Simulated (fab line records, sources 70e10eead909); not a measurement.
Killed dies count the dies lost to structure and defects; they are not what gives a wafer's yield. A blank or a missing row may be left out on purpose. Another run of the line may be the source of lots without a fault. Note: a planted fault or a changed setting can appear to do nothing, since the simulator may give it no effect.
Matching of chambers -- flow nandHarc -- NHARC_P_GATE_DESCUM_93 on rieDiel-05 has 4 sister chambers
The step chemistry O2, time 3 s. 7 wafers are shown with their chamber, then 8 later ones without.

## WAFERS, EACH WITH ITS CHAMBER
wafer,chamber,drypumpMotorCurrentA (A),showerheadPlenumPTorr (Torr)
L081.1,2,5.0,1.89
L084.4,0,6.0,1.96
L084.5,1,5.5,1.95
L085.3,1,5.6,1.94
L085.4,3,6.1,1.80
L085.6,3,6.1,1.80
L087.1,0,6.0,1.96

## WAFERS WITH NO CHAMBER GIVEN
wafer,drypumpMotorCurrentA (A),showerheadPlenumPTorr (Torr)
L087.2,5.5,1.94
L087.5,6.1,1.80
L088.3,6.0,1.96
L088.4,5.6,1.94
L088.5,5.0,1.89
L089.4,6.0,1.96
L089.5,6.0,1.96
L089.6,6.1,1.80

## WHICH CHAMBER EACH ONE RAN IN
wafer,from the rows above,in truth
L087.2,1,1
L087.5,3,3
L088.3,0,0
L088.4,1,1
L088.5,2,2
L089.4,0,0
L089.5,0,0
L089.6,3,3
Placed correctly: 8 of 8. From these rows, 0 cannot be placed. Number placed wrongly: 0.
How it was worked out, from the rows above alone: a wafer's distance from a chamber is the root of the sum, over the readings, of the square of ((its reading less the chamber's mean) divided by the reading's scatter). The wafer belongs to the nearest chamber; if the next one is less than 2 further off, it can't be placed. Each chamber's mean is taken over the wafers shown for it. The scatter: take each reading less its chamber's mean, square it, sum over the shown wafers, divide by the number of wafers less the number of chambers, and take the root.
